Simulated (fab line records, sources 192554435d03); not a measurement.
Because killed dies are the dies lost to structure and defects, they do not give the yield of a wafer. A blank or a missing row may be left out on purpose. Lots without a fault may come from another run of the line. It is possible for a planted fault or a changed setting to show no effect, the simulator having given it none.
Chamber matching + flow n5Finfet + aldSin-04 running N5_FIN_SAQP_SPACER2_ALD_28: 4 sister chambers
The step deposits SiO2, target thk 8.1 nm, pulse time 1 s, purge time 2 s. 4 wafers are shown with their chamber, then 7 later ones without.

WAFERS PAIRED WITH THEIR CHAMBERS
| wafer  | chamber | heaterPowerW (W) |
|--------|---------|------------------|
| L082.2 | 1       | 475              |
| L087.2 | 2       | 469              |
| L092.2 | 3       | 449              |
| L092.5 | 0       | 498              |

WAFERS WHOSE CHAMBER IS MISSING
| wafer  | heaterPowerW (W) |
|--------|------------------|
| L092.6 | 449              |
| L094.4 | 481              |
| L094.5 | 456              |
| L094.6 | 473              |
| L097.1 | 481              |
| L097.4 | 510              |
| L097.5 | 467              |

WHICH CHAMBER EACH ONE RAN IN
| wafer  | from the rows above          | in truth |
|--------|------------------------------|----------|
| L092.6 | 3                            | 3        |
| L094.4 | can't be placed: 1 or 2 or 0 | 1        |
| L094.5 | can't be placed: 3 or 2 or 1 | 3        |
| L094.6 | can't be placed: 1 or 2      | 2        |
| L097.1 | can't be placed: 1 or 2 or 0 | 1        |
| L097.4 | 0                            | 0        |
| L097.5 | can't be placed: 2 or 1      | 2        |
Correct placement for 2 of the 7. Cannot be placed on the basis of these rows: 5; the candidates contain the true chamber in 5. Wrongly placed: 0.
How it was worked out, from the rows above alone: a wafer's distance from a chamber is the root of the sum, over the readings, of the square of ((its reading less the chamber's mean) divided by the reading's scatter). If the next closest chamber is less than 2 further off than the closest, the wafer can't be placed; otherwise it belongs to the closest. For every chamber, the mean is computed from those of its wafers that are shown. The scatter: root of mean squared gap, hidden wafer to nearest shown wafer, with one shown wafer a chamber.
